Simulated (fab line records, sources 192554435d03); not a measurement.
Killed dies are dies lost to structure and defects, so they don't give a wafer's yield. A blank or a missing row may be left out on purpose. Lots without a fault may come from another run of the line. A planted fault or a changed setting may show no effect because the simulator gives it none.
Chamber matching | flow n5_finfet | N5_BEOL_M7_DESCUM_16 on rie_diel-04: 4 sister chambers
The step chemistry O2, time 7.9 s. 14 wafers are shown with their chamber, then 7 later ones without.

WAFERS WITH THEIR CHAMBER
wafer  | chamber | showerhead_plenum_p_Torr (Torr) | drypump_motor_current_A (A) | throttle_valve_pct (%)
L074.1 | 2       | 2.13                            | 5.0                         | 20.47
L074.4 | 0       | 2.20                            | 5.5                         | 20.41
L074.6 | 1       | 2.19                            | 5.0                         | 20.58
L075.2 | 0       | 2.19                            | 5.5                         | 20.39
L075.4 | 1       | 2.19                            | 5.0                         | 20.59
L075.5 | 2       | 2.13                            | 5.0                         | 20.47
L077.1 | 0       | 2.19                            | 5.4                         | 20.40
L077.2 | 2       | 2.13                            | 5.0                         | 20.46
L077.4 | 3       | 2.05                            | 5.4                         | 20.66
L078.1 | 0       | 2.19                            | 5.5                         | 20.41
L078.2 | 2       | 2.13                            | 5.0                         | 20.48
L078.4 | 1       | 2.19                            | 5.0                         | 20.58
L083.2 | 0       | 2.19                            | 5.4                         | 20.41
L083.5 | 2       | 2.13                            | 5.0                         | 20.51

SIGNATURES (means of the wafers above)
reading                  | chamber 0 | chamber 1 | chamber 2 | chamber 3 | scatter within a chamber
showerhead_plenum_p_Torr | 2.1920    | 2.1900    | 2.1300    | 2.0500    | 0.00283
drypump_motor_current_A  | 5.460     | 5.000     | 5.000     | 5.400     | 0.0346
throttle_valve_pct       | 20.4040   | 20.5833   | 20.4780   | 20.6600   | 0.0137
Rule: a wafer's distance from a chamber is the root of the sum, over the readings, of the square of ((its reading less the chamber's mean) divided by the reading's scatter). The wafer belongs to the nearest chamber; if the next one is less than 2 further off, it can't be placed. The scatter: the root of (the sum of the squares of (reading less its chamber's mean) over the shown wafers, divided by (wafers less chambers)).

WAFERS WITHOUT THEIR CHAMBER
wafer  | showerhead_plenum_p_Torr (Torr) | drypump_motor_current_A (A) | throttle_valve_pct (%)
L083.6 | 2.18                            | 5.0                         | 20.60
L084.1 | 2.13                            | 5.0                         | 20.51
L084.3 | 2.19                            | 5.5                         | 20.42
L084.5 | 2.18                            | 5.0                         | 20.60
L096.1 | 2.12                            | 4.9                         | 20.56
L096.3 | 2.17                            | 5.5                         | 20.49
L096.4 | 2.04                            | 5.4                         | 20.37

WHICH CHAMBER EACH WENT THROUGH
wafer  | from the rows above | in truth
L083.6 | 1                   | 1
L084.1 | 2                   | 2
L084.3 | 0                   | 0
L084.5 | 1                   | 1
L096.1 | 2                   | 2
L096.3 | 0                   | 0
L096.4 | 3                   | 3
Placed correctly: 7 of 7. Can't be placed from these rows: 0. Placed wrongly: 0.
